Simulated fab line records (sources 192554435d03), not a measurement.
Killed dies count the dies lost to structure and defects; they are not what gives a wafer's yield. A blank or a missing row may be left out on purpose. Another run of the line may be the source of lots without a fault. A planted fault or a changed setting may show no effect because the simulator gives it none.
A lot that was struck, set against a sound lot ; flow n5-finfet ; 32 out of 1938 route steps
Sound: wafers L512.1, L512.3, L512.6. Struck: wafer L519.1 (L519.2, L519.4, from the same lot, were not struck and are left out); the cause is given at the end.
Order at every step that has rows: each side's tool, ch and its chambers, its first start. Under that, the readings that differ: sound wafers ; struck wafers ; difference of the means ; sigmas: that difference in standard deviations of wafers without a fault.
alike: words and numbers the same on both sides, and readings whose means are apart by under 2 such deviations; not compared: readings that were withheld, readings missing a value for some wafer, numbers with overlapping values and no deviation given by the record, and bounds like >300 which may hide the same value.
A row with sigmas, a row that says differs or no value, or rows on one side alone: a step with any of these is where the two part. Numbers that don't overlap but have no deviation are shown without sigmas and don't part them. A reading missing from all wafers of one side parts the sides only when that side holds two or more wafers.

first, 8 steps without rows for these wafers: N5_SD_EPI_P_PRECLEAN_32 (cleans in dHF, time 10 s); N5_SD_EPI_P_PRECLEAN_33 (cleans in SC2, time 45 s); N5_SD_EPI_P_SRD_25 (time 30 s); N5_SD_ACTIVATION_RTA_00 (time 0 s); N5_SD_ACTIVATION_LSA_01 (time 0.0008 s); N5_ILD0_LINER_00 (material SiNx, target thk 4 nm, pulse time 1 s, purge time 2 s); N5_ILD0_FCVD_FILL_01 (material SiO2 flowable, target thk 200 nm, time 328.3 s); N5_ILD0_CURE_02 (time 1800 s).
N5_ILD0_CMP_03: polishes, stops on SiNx, t overpolish 1.9 s, target thk 197.38 nm.
  sound on cmp-01 ch 1,2,3, day 4 17:41; struck on cmp-01 ch 2, day 6 15:07
  alike: head-pressure-psi, motor-current-A, overpolish-run-s, time-to-endpoint-s
  not compared: pad-life-wafers
then, 22 steps without rows for these wafers: N5_ILD0_CMP_07 (polishes SiO2 flowable, stops on poly-Si, t overpolish 1.18 s, target thk 138.88 nm); N5_ILD0_PRECLEAN_10 (cleans in NF3:NH3, afs cycles 5, time 20 s, sublimation time 60 s); N5_ILD0_ALD_15 (deposits SiNx, target thk 24 nm, pulse time 1 s, ald cycles 480); N5_ILD0_CMP_12 (polishes SiNx, stops on poly-Si, t overpolish 6 s, target thk 17.67 nm); N5_SDB_HM_DEP_00 (deposits SiNx from SiH4/NH3/N2, target thk 40 nm, time 35.3 s); N5_SDB_COAT_03 (time 60 s, resist thk 100 nm); N5_SDB_COAT_04 (time 60 s, resist thk 18 nm); N5_SDB_COAT_05 (resist thk 90 nm); N5_SDB_EBR_07; N5_SDB_SOFTBAKE_06 (time 60 s); N5_SDB_EXPOSE_08 (exposes mask SDB); N5_SDB_PEB_09 (peb time 60 s); N5_SDB_DEVELOP_10 (develop time 30 s); N5_SDB_DESCUM_16 (chemistry O2, time 7.9 s); N5_SDB_ETCH_17 (etches SiARC in CF4, target depth 23.4 nm, time 39 s); N5_SDB_ETCH_18 (etches SOC in N2/H2, target depth 100 nm, overetch 20 nm, time 150 s); N5_SDB_STRIP_19 (strips in N2/H2); N5_SDB_STRIP_21 (strips in CF4); N5_SDB_HM_OPEN_20 (chemistry CH3F/O2, target SiNx, stops on poly-Si, target depth 24 nm); N5_SDB_STRIP_22 (strips in N2/H2); N5_SDB_PRECLEAN_23 (cleans in dHF, time 30 s); N5_SDB_DUMMY_REMOVE_24 (chemistry TMAH, target poly-Si, stops on SiO2, target depth 142 nm, time 57 s, rinse time 30 s).
-- the record jumps here: 9 days lie between the struck wafers' starts before and after (it left off in module SDB and takes up again in module PASSIVATION, whose first step shown is number 1936 of the route) --
N5_PASSIVATION_PROBE_49:
  the record has rows for the struck wafers here (prober-02, day 16 01:05) and none for the sound ones

== WHERE THEY PART ==
Within this record, at N5_PASSIVATION_PROBE_49 only.

WHY: the cause the simulator had injected
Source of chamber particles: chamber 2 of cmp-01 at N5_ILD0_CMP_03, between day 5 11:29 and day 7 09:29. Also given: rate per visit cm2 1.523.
